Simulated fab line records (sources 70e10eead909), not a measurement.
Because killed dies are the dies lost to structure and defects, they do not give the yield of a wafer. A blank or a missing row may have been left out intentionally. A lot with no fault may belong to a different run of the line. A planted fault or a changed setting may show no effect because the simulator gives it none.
fab line records ; flow nandHarc
record: lots: 13; wafers: 39; lastDay: 33
route steps=1302 shown HYBRID_BOND@1237 THIN_TSV@1246 END@1302
lots with no fault: from the same line, run without faults
startH: start of the lot's first displayed wafer, in hours after the record's first day ; waitH: hours from the lot's prior step to this one ; " unchanged from the row above ; L1.1+2: several wafers, shown together as one row ; - no value, or no start given ; * or withheld: withheld ; < > ~ a bound
route shown NAME@n: names a module that has steps shown in the file, with the first one's number in the route ; usual: mean/standard deviation taken from wafers without a fault ; same: alike in all rows ; chamber/n: place in a boat ; sites: each site's reading ; _std_site: how widely they spread, as a standard deviation ; _edge_site: outer sites' mean less inner sites' ; radiusMm: for every site, how far away it sits from the centre of the wafer ; mask NAME#n: copy n ; behind: tool/chamber where the wafer was last shaped ; hold: why the lot went on hold/how many hours it stayed there/how the hold came to an end ; device: transistor that didn't switch, given as n, p or np ; end of line: the route-end tests of the same wafers ; a step given without rows: its recipe and nothing more ; killed: dies lost to structure and defects at the first sort, not the wafer's yield ; map: per-die view of a wafer (x killed, . not killed, _ where there is no die)
set.NAME: the setting the step ran with; set.NAME@STEP: the setting that earlier step ran with ; model.NAME: the simulator's own value behind a step, which no gauge read
one table for each step of the route and one row for each wafer, over a sample of lots
services: from which hour (startH, from the record's first day; less than 0 if before it) a tool's chamber was out of use, for how many hours, and why
== steps ==
step: NHARC_HYBRID_BOND_ACTIVATE_00
recipe: timeS: 60; n2FlowSccm: 200; arFlowSccm: 0; biasPowerW: 0; chemistry: N2
usual: drypumpMotorCurrentA: 5.7/0.56; oesProductAu: 0.997/0.0069; rfVppV: 63.9/0.92; showerheadPlenumPTorr: 1.73/0.077
lot.wafer;tool;chamber;startH;waitH;drypumpMotorCurrentA;oesProductAu;rfHoursCounterH;rfVppV;showerheadPlenumPTorr
L680.3;rieDiel-02;3;544.16;0.1;5.8;1.001;11;64.8;1.82
L680.2;rieDiel-02;2;544.16;0.1;5.3;0.999;11;64.0;1.67
L680.6;rieDiel-02;0;544.16;0.1;4.8;0.991;-;64.8;1.64
L681.4;rieDiel-12;1;549.71;0.1;5.4;0.994;27;63.6;1.89
L681.6;rieDiel-12;2;549.71;0.1;6.3;0.998;-;63.9;1.66
L681.5;rieDiel-12;3;549.71;0.1;6.3;0.987;-;64.7;1.71
L683.2;rieDiel-02;1;563.89;0.1;6.4;0.993;12;63.9;1.76
L683.4;rieDiel-02;0;563.89;0.1;4.9;1.004;11;62.6;1.64
L683.5;rieDiel-02;1;563.89;0.1;6.4;0.983;-;64.0;1.76
L682.2;rieDiel-02;3;565.97;0.1;5.8;0.995;13;64.0;1.82
L682.3;rieDiel-02;0;565.97;0.1;4.9;0.991;12;63.4;1.64
L682.6;rieDiel-02;3;565.97;0.1;5.9;0.992;-;64.6;1.82
L684.1;rieDiel-02;2;580.70;0.1;5.3;0.999;0;64.0;1.67
L684.3;rieDiel-02;3;580.70;0.1;5.9;0.996;0;62.9;1.82
L684.6;rieDiel-02;0;580.70;0.1;4.9;1.001;-;63.3;1.64
L685.1;rieDiel-02;0;584.43;0.1;4.9;1.000;0;63.1;1.64
L685.4;rieDiel-02;2;584.43;0.1;5.3;1.004;0;63.8;1.67
L685.5;rieDiel-02;0;584.43;0.1;4.9;0.997;-;62.8;1.64
L686.1;rieDiel-12;3;608.15;0.1;6.2;1.007;49;64.0;1.71
L686.2;rieDiel-12;0;608.15;0.1;5.7;1.004;50;65.5;1.82
L686.4;rieDiel-12;2;608.15;0.1;6.3;1.004;48;63.1;1.66
L687.2;rieDiel-02;1;608.68;0.1;6.4;0.994;3;64.5;1.76
L687.4;rieDiel-02;2;608.68;0.1;5.3;0.998;4;63.9;1.66
L687.3;rieDiel-02;0;608.68;0.1;4.8;0.998;3;64.3;1.64
L688.1;rieDiel-02;1;620.34;0.1;6.4;0.997;4;64.4;1.76
L688.3;rieDiel-02;2;620.34;0.1;5.3;1.003;5;62.1;1.66
L688.5;rieDiel-02;0;620.34;0.1;4.9;1.001;-;62.4;1.64
L694.2;rieDiel-02;3;684.78;0.1;5.8;0.991;10;63.7;1.82
L694.3;rieDiel-02;0;684.78;0.1;4.8;1.001;10;63.0;1.64
L694.6;rieDiel-02;2;684.78;0.1;5.3;0.993;-;63.0;1.66
L697.2;rieDiel-02;1;693.83;0.1;6.4;0.982;11;64.2;1.75
L697.4;rieDiel-02;2;693.83;0.1;5.2;0.990;11;62.1;1.66
L697.5;rieDiel-02;1;693.83;0.1;6.4;0.991;-;62.6;1.75
L702.2;rieDiel-02;2;757.78;0.1;5.3;1.000;0;63.9;1.66
L702.4;rieDiel-02;3;757.78;0.1;5.8;1.001;0;65.8;1.82
L702.6;rieDiel-02;2;757.78;0.1;5.3;1.014;-;65.0;1.66
L703.4;rieDiel-12;3;758.59;0.1;6.3;0.991;38;64.4;1.70
L703.1;rieDiel-12;0;758.59;0.1;5.7;0.998;41;65.7;1.80
L703.3;rieDiel-12;1;758.59;0.1;5.4;1.006;38;63.3;1.87
step: NHARC_THIN_TSV_THK_MEAS_02
recipe: thkMeasGauge: ir
usual: thkNm: 3051/220
lot.wafer;tool;chamber;startH;waitH;thkNm
L680.2;filmMetro-02;-;556.94;-;3278
L680.3;filmMetro-02;-;556.94;-;3404
L680.6;filmMetro-02;-;556.94;-;3330
L681.4;filmMetro-02;-;560.75;-;2860
L681.5;filmMetro-02;-;560.75;-;2750
L681.6;filmMetro-02;-;560.75;-;2713
L682.2;filmMetro-01;-;575.27;-;3096
L682.3;filmMetro-01;-;575.27;-;3024
L682.6;filmMetro-01;-;575.27;-;3461
L683.2;filmMetro-01;-;576.46;-;3087
L683.4;filmMetro-01;-;576.46;-;2894
L683.5;filmMetro-01;-;576.46;-;3465
L685.1;filmMetro-01;-;595.19;0.2;2875
L685.4;filmMetro-01;-;595.19;0.2;2815
L685.5;filmMetro-01;-;595.19;0.2;3182
L684.1;filmMetro-01;-;596.40;-;3032
L684.3;filmMetro-01;-;596.40;-;3237
L684.6;filmMetro-01;-;596.40;-;2916
L687.2;filmMetro-01;-;619.02;0.2;3064
L687.3;filmMetro-01;-;619.02;0.2;2892
L687.4;filmMetro-01;-;619.02;0.2;2868
L686.1;filmMetro-01;-;620.21;-;3183
L686.2;filmMetro-01;-;620.21;-;3135
L686.4;filmMetro-01;-;620.21;-;3513
L688.1;filmMetro-02;-;631.53;-;3242
L688.3;filmMetro-02;-;631.53;-;3266
L688.5;filmMetro-02;-;631.53;-;3385
L694.2;filmMetro-02;-;694.12;-;3123
L694.3;filmMetro-02;-;694.12;-;2917
L694.6;filmMetro-02;-;694.12;-;2837
L697.2;filmMetro-02;-;705.67;0.2;3025
L697.4;filmMetro-02;-;705.67;0.2;3124
L697.5;filmMetro-02;-;705.67;0.2;3337
L702.2;filmMetro-01;-;770.41;-;3251
L702.4;filmMetro-01;-;770.41;-;3159
L702.6;filmMetro-01;-;770.41;-;3057
L703.1;filmMetro-02;-;771.63;0.2;2590
L703.3;filmMetro-02;-;771.63;0.2;2513
L703.4;filmMetro-02;-;771.63;0.2;2929
step: NHARC_THIN_TSV_ECD_20
recipe: targetThkA: 20000; material: Cu
lot.wafer;tool;chamber;startH;waitH
L680.2+3+6;ecdCu-01;1;561.34;-
L681.4+5+6;ecdCu-01;1,1,0;565.23;-
L682.2+3+6;ecdCu-01;0,1,0;579.54;-
L683.2+4+5;ecdCu-02;0,0,1;580.84;-
L685.1+4+5;ecdCu-01;1,0,1;599.56;-
L684.1+3+6;ecdCu-01;1;600.77;-
L687.2+4+3;ecdCu-01;0,1,0;623.45;-
L686.2+1+4;ecdCu-02;0,1,0;624.47;-
L688.1+3+5;ecdCu-02;0;635.99;-
L694.2+3+6;ecdCu-01;1;698.50;-
L697.2+4+5;ecdCu-02;1,0,0;710.04;-
L702.2+4+6;ecdCu-01;1,0,0;774.98;-
L703.1+3+4;ecdCu-01;1,1,0;776.00;-
step: NHARC_THIN_TSV_DESCUM_35
recipe: timeS: 3; o2FlowSccm: 200; arFlowSccm: 0; biasPowerW: 0; chemistry: O2
usual: chamberPressureMTorr: 60.00/0.053; drypumpMotorCurrentA: 5.7/0.54; oesProductAu: 1.000/0.0078; rfVppV: 58.1/0.88; showerheadPlenumPTorr: 1.91/0.088; throttleValvePct: 11.311/0.0092
lot.wafer;tool;chamber;startH;waitH;chamberPressureMTorr;drypumpMotorCurrentA;oesProductAu;rfHoursCounterH;rfVppV;showerheadPlenumPTorr;throttleValvePct
L680.2;rieDiel-13;1;564.05;-;59.96;6.0;0.982;1.1;58.4;1.85;11.308
L680.3;rieDiel-13;2;564.05;-;59.88;5.4;0.990;1.5;58.9;2.02;11.318
L680.6;rieDiel-13;2;564.05;-;59.98;5.4;0.991;-;57.1;2.02;11.301
L681.4;rieDiel-09;2;567.74;-;60.07;5.3;1.009;2.1;57.4;1.90;11.317
L681.5;rieDiel-09;1;567.74;-;60.04;4.8;1.000;-;57.1;1.96;11.304
L681.6;rieDiel-09;2;567.74;-;60.06;5.3;1.006;-;59.0;1.90;11.315
L682.2;rieDiel-05;1;582.27;-;60.01;6.7;0.976;10.6;58.6;1.92;11.305
L682.3;rieDiel-05;0;582.27;-;59.98;6.1;0.985;10.0;58.3;2.05;11.302
L682.6;rieDiel-05;2;582.27;-;60.00;6.1;1.002;-;59.8;1.80;11.305
L683.4;rieDiel-09;0;583.62;-;60.05;5.5;1.007;3.0;58.0;2.00;11.318
L683.2;rieDiel-09;2;583.62;-;60.04;5.3;1.006;2.5;58.3;1.90;11.320
L683.5;rieDiel-09;0;583.62;-;59.95;5.6;1.003;-;59.3;2.00;11.299
L685.4;rieDiel-05;0;602.30;-;60.02;6.1;0.989;1.1;58.0;2.05;11.303
L685.1;rieDiel-05;1;602.30;-;60.00;6.8;0.989;1.1;57.4;1.92;11.312
L685.5;rieDiel-05;2;602.30;-;60.05;6.1;0.996;-;58.6;1.80;11.309
L684.1;rieDiel-09;2;603.52;-;60.00;5.3;1.000;2.9;58.1;1.90;11.307
L684.3;rieDiel-09;0;603.52;-;60.06;5.6;0.992;3.3;58.6;2.00;11.313
L684.6;rieDiel-09;1;603.52;-;60.05;4.8;0.995;-;58.6;1.96;11.315
L687.3;rieDiel-09;2;626.19;-;60.04;5.3;1.005;5.4;59.0;1.90;11.316
L687.4;rieDiel-09;3;626.19;-;59.99;5.8;1.012;5.3;58.3;1.80;11.313
L687.2;rieDiel-09;0;626.19;-;59.96;5.6;0.990;5.0;60.2;2.00;11.309
L686.4;rieDiel-09;1;627.29;-;60.00;4.8;1.001;5.1;57.4;1.96;11.308
L686.2;rieDiel-09;2;627.29;-;60.08;5.3;1.003;5.4;58.7;1.90;11.318
L686.1;rieDiel-09;0;627.29;-;60.11;5.5;1.002;5.0;58.0;2.00;11.336
L688.1;rieDiel-05;0;638.73;-;59.96;6.0;1.003;4.2;58.0;2.05;11.321
L688.3;rieDiel-05;1;638.73;-;59.98;6.8;1.007;3.7;58.1;1.92;11.308
L688.5;rieDiel-05;1;638.73;-;60.12;6.7;1.001;-;58.2;1.92;11.325
L694.2;rieDiel-09;3;701.12;-;60.04;5.8;1.011;1.2;56.4;1.80;11.320
L694.3;rieDiel-09;0;701.12;-;59.94;5.6;1.017;0.7;58.6;2.00;11.316
L694.6;rieDiel-09;3;701.12;-;60.07;5.7;1.014;-;56.4;1.80;11.300
L697.2;rieDiel-13;2;712.66;-;60.00;5.4;1.003;0.8;60.0;2.02;11.317
L697.4;rieDiel-13;3;712.66;-;59.99;5.9;0.998;0.5;57.9;1.98;11.312
L697.5;rieDiel-13;1;712.66;-;60.03;6.0;1.002;-;59.1;1.85;11.314
L702.2;rieDiel-05;3;777.72;-;60.09;5.7;1.013;0.9;59.1;1.81;11.302
L702.4;rieDiel-05;1;777.72;-;60.01;6.7;0.996;0.6;57.6;1.92;11.319
L702.6;rieDiel-05;2;777.72;-;60.08;6.1;1.010;-;58.0;1.80;11.324
L703.4;rieDiel-09;0;778.84;-;59.95;5.6;1.015;5.7;57.5;2.00;11.295
L703.1;rieDiel-09;2;778.84;-;60.03;5.3;1.010;7.1;57.5;1.90;11.319
L703.3;rieDiel-09;3;778.84;-;59.92;5.7;1.011;6.9;58.2;1.80;11.306
step: NHARC_END_SORT_01
recipe: tempC: 25
usual: defectLimitedYield: 91.2/2.5; killedAtArray: 55/17; killedAtOther: 1.1/1.4; killedAtPeriphery: 3.9/3; killedDies: 59/17; killedOpen: 3.5/2; killedShort: 2.6/1.6
same: grossDies: 677
lot.wafer;tool;chamber;startH;waitH;defectLimitedYield[%];killedAtArray;killedAtOther;killedAtPeriphery;killedDies;killedOpen;killedShort
L682.2;prober-02;0;591.92;2.8;87.9;79;0;3;82;1;3
L682.3;prober-02;0;592.72;3.1;90.3;61;0;5;66;5;6
L682.6;prober-02;0;595.10;4.0;90.0;67;0;1;68;2;1
L697.2;prober-01;0;721.13;2.8;0.1;29;642;5;676;3;7
L697.4;prober-01;0;722.73;3.4;95.0;28;3;3;34;2;2
L697.5;prober-01;0;723.53;3.7;95.9;23;2;3;28;8;2
killed by level:class
L682.2 A_CHANNEL_HOLE_D2:chamberFilmFlake=29 A_SLIT:chamberFilmFlake=27 A_CHANNEL_HOLE_D1:chamberFilmFlake=13 A_STAIRCASE:chamberFilmFlake=3 A_M0:geometricParticle:short=2 A_CONTACT:chamberFilmFlake=2 A_DECK1_JOINT:geometricParticle:open=1 A_CHANNEL_FILL_D2:geometricParticle:short=1
L682.3 A_SLIT:chamberFilmFlake=25 A_CHANNEL_HOLE_D1:chamberFilmFlake=10 A_CHANNEL_HOLE_D2:chamberFilmFlake=9 A_STAIRCASE:chamberFilmFlake=3 P_CONTACT:geometricParticle:open=2 A_CHANNEL_FILL_D2:geometricParticle:short=2 A_ZERO_WELL:chamberFilmFlake=2 A_CONTACT:chamberFilmFlake=2
L682.6 A_SLIT:chamberFilmFlake=31 A_CHANNEL_HOLE_D2:chamberFilmFlake=16 A_CHANNEL_HOLE_D1:chamberFilmFlake=11 A_STAIRCASE:chamberFilmFlake=3 A_CONTACT:chamberFilmFlake=3 P_CONTACT:geometricParticle:open=1 A_ONON_D1:geometricParticle:short=1 A_M1:geometricParticle:open=1
L697.2 THIN_TSV:areaEcd=638 A_CHANNEL_HOLE_D1:chamberFilmFlake=9 A_SLIT:chamberFilmFlake=5 A_CONTACT:chamberFilmFlake=4 A_DECK1_JOINT:chamberFilmFlake=3 THIN_TSV:chamberFilmFlake=3 A_ONON_D1:geometricParticle:short=2 P_ZERO_WELL:chamberFilmFlake=2
L697.4 A_CHANNEL_HOLE_D1:chamberFilmFlake=15 A_CONTACT:chamberFilmFlake=5 A_SLIT:chamberFilmFlake=4 THIN_TSV:chamberFilmFlake=3 P_GATE:geometricParticle:short=1 P_M0:geometricParticle:open=1 A_ONON_D1:geometricParticle:open=1 A_M0:geometricParticle:short=1
L697.5 A_CHANNEL_HOLE_D1:chamberFilmFlake=8 A_CONTACT:chamberFilmFlake=5 A_CHANNEL_FILL_D2:geometricParticle:open=3 P_M0:geometricParticle:open=2 A_CHANNEL_FILL_D1:geometricParticle:open=2 A_SLIT:chamberFilmFlake=2 THIN_TSV:chamberFilmFlake=2 P_M0:geometricParticle:short=1
== services ==
tool;chamber;startH;hours;kind
rieDiel-13;1;530.45;3.8;repair
rieDiel-02;-;532.15;0.4;repair
ecdCu-02;-;545.59;1.1;repair
rieDiel-02;-;570.70;9.0;pm
rieDiel-05;-;583.87;9.0;pm
ecdCu-02;-;596.25;8.0;pm
rieDiel-13;2;609.33;8.8;repair
rieDiel-12;-;626.15;9.0;pm
rieDiel-13;1;650.68;2.6;repair
rieDiel-05;0;651.53;7.3;repair
rieDiel-09;-;674.10;9.0;pm
ecdCu-01;-;688.09;8.0;pm
rieDiel-12;-;690.23;0.2;repair
rieDiel-02;3;694.85;10.0;repair
rieDiel-13;-;696.08;9.0;pm
ecdCu-02;-;698.10;1.5;repair
rieDiel-05;1;702.89;3.8;repair
rieDiel-05;0;709.48;2.7;repair
rieDiel-02;-;747.79;9.0;pm
rieDiel-09;1;751.18;8.0;repair
rieDiel-02;0;758.28;16.5;repair
rieDiel-05;-;760.87;9.0;pm
rieDiel-09;3;771.62;5.4;repair
ecdCu-02;-;772.25;8.0;pm
== key ==
firstSign: step: NHARC_END_SORT_01; reading: killedAtOther; direction: up; sigmas: 99+; usual: 1.1; struck: 642
effect: step: NHARC_END_SORT_01; reading: defectLimitedYield; direction: down; sigmas: 36; usual: 91.2; struck: 0.1
moreKillsBornAt: NHARC_THIN_TSV_ECD_20@ecdCu-02: 638
metAt NHARC_THIN_TSV_ECD_20
struckLots L697
struckWafers L697.2
laterRowsLeftOut L697.2
notActingAt NHARC_HYBRID_BOND_ACTIVATE_00,NHARC_THIN_TSV_THK_MEAS_02,NHARC_THIN_TSV_DESCUM_35
onsetBetween 635.99 710.04
fault: kind: processParameterDrift; tool: ecdCu-02; chamber: -; onsetH: 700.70; steps: NHARC_THIN_TSV_ECD_20; channel: targetThkA; offset: *; shape: step; endH: 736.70; scope: struckWafersOnly; actsIn: *; stated: *
laterRowsLeftOut: the simulator's readings of these wafers behind a module that went badly wrong aren't trusted and aren't shown, but for the sort
